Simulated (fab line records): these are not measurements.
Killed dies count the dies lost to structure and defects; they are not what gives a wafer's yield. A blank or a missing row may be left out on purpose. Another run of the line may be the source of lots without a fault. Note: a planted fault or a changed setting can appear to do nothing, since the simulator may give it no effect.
Comparing a struck lot with a sound one -- flow n5_finfet -- 36 out of 1938 route steps
Sound: these wafers, L918.2, L918.4, L918.5. Struck: wafer L920.3 (L920.1, L920.6, from the same lot, were not struck and are left out); the cause is given at the end.
Each step with rows lists, per side, the tool, then ch with its chambers, then its first start. Under that, the readings that differ: sound wafers -- struck wafers -- difference of the means -- sigmas: that difference in standard deviations of wafers without a fault.
alike: words and numbers the same on both sides, and readings whose means are apart by under 2 such deviations; not compared: readings that were withheld, readings missing a value for some wafer, numbers with overlapping values and no deviation given by the record, and bounds like >300 which may hide the same value.
A row with sigmas, a row that says differs or no value, or rows on one side alone: a step with any of these is where the two part. Numbers that don't overlap but have no deviation are shown without sigmas and don't part them. Lack of a reading on every wafer of one side parts them only where that side has two or more wafers.

first, 8 steps without rows for these wafers: N5_BEOL_M9_SPUTTER_48 (material Cu, target thk 12 nm, time 2 s); N5_BEOL_M9_ECD_50 (material Cu, target thk 318 nm); N5_BEOL_M9_ANNEAL_51 (time 90 s); N5_BEOL_M9_CMP_52 (polishes, stops on SiCOH lowk, t overpolish 7 s, target thk 140 nm); N5_BEOL_M9_PRE_CLEAN_55 (time 15 s); N5_BEOL_M9_DEP_56 (deposits SiCN from 3MS/NH3, target thk 15 nm, time 26.5 s); N5_BEOL_M10_ILD_DEP_00 (deposits SiCOH lowk from DEMS/porogen, target thk 308.51 nm, time 58 s); N5_BEOL_M10_CURE_71 (cures SiCOH lowk, time 240 s).
N5_BEOL_M10_PECVD_70: deposits SiO2 from TEOS/O2, target thk 20 nm, time 22.7 s.
  sound on pecvd-02 ch 0,1,2, day 11 08:41; struck on pecvd-02 ch 2, day 11 16:31
reading,sound,struck,difference,sigmas
model.SiO2_of_BEOL_M10_PECVD_70.thk_nm (nm),19.6 20.2 19.6,30.4,+10.6,
  alike: heater_power_w, showerhead_plenum_p_Torr, showerhead_vpp_V, throttle_valve_pct
  not compared: since_wet_clean_h
then, 24 steps without rows for these wafers: N5_BEOL_M10_HM_DEP_02 (deposits TiN, target thk 20 nm); N5_BEOL_M10_COAT_59 (time 60 s, resist thk 100 nm); N5_BEOL_M10_COAT_60 (time 60 s, resist thk 30 nm); N5_BEOL_M10_COAT_05 (resist thk 90 nm); N5_BEOL_M10_EBR_07; N5_BEOL_M10_SOFTBAKE_06 (time 60 s); N5_BEOL_M10_EXPOSE_08 (exposes mask M10); N5_BEOL_M10_PEB_09 (peb time 60 s); N5_BEOL_M10_DEVELOP_10 (develop time 30 s); N5_BEOL_M10_DESCUM_16 (chemistry O2, time 7.9 s); N5_BEOL_M10_ETCH_61 (etches SiARC in CF4, target depth 39 nm, time 65 s); N5_BEOL_M10_ETCH_62 (etches SOC in N2/H2, target depth 110 nm, overetch 22 nm, time 165 s); N5_BEOL_M10_STRIP_68 (strips in N2/H2); N5_BEOL_M10_STRIP_67 (strips in CF4); N5_BEOL_M10_HM_OPEN_17 (chemistry Cl2/BCl3, target TiN, target depth 20 nm, overetch 6 nm); N5_BEOL_M10_STRIP_19 (strips in O2); N5_BEOL_M10_COAT_63 (time 60 s, resist thk 100 nm); N5_BEOL_M10_COAT_64 (time 60 s, resist thk 30 nm); N5_BEOL_M10_COAT_22 (resist thk 90 nm); N5_BEOL_M10_EBR_24; N5_BEOL_M10_SOFTBAKE_23 (time 60 s); N5_BEOL_M10_EXPOSE_25 (exposes mask V9); N5_BEOL_M10_PEB_26 (peb time 60 s); N5_BEOL_M10_DEVELOP_27 (develop time 30 s).
N5_BEOL_M10_HM_STRIP_39: strips TiN in peroxide tin strip, target depth 25 nm, time 158 s.
  sound on wet_bench-03 ch 0,6,7, day 11 13:04; struck on wet_bench-01 ch 3, day 11 19:41
reading,sound,struck,difference,sigmas
model.SiO2_of_BEOL_M10_PECVD_70.thk_nm (nm),19.4 20 19.4,30.2,+10.6,
N5_BEOL_M10_CMP_52: polishes, stops on SiCOH lowk, t overpolish 7 s, target thk 140 nm.
  sound on cmp-01 ch 0,2,3, day 11 15:42; struck on cmp-02 ch 1, day 11 21:48
reading,sound,struck,difference,sigmas
barrier_field_endpoint_s (s),27.5 29.4 28.3,41.8,+13.4,+15
overpolish_run_s (s),6.983 7.012 7.001,5.308,-1.691,-99 or more
  alike: motor_current_A
N5_PASSIVATION_PROBE_49:
  the record has rows for the sound wafers here (prober-01, day 13 20:13) and none for the struck ones

## WHERE THEY PART
First at N5_BEOL_M10_CMP_52; last, within this record, at N5_PASSIVATION_PROBE_49.

WHY: the cause the simulator had injected
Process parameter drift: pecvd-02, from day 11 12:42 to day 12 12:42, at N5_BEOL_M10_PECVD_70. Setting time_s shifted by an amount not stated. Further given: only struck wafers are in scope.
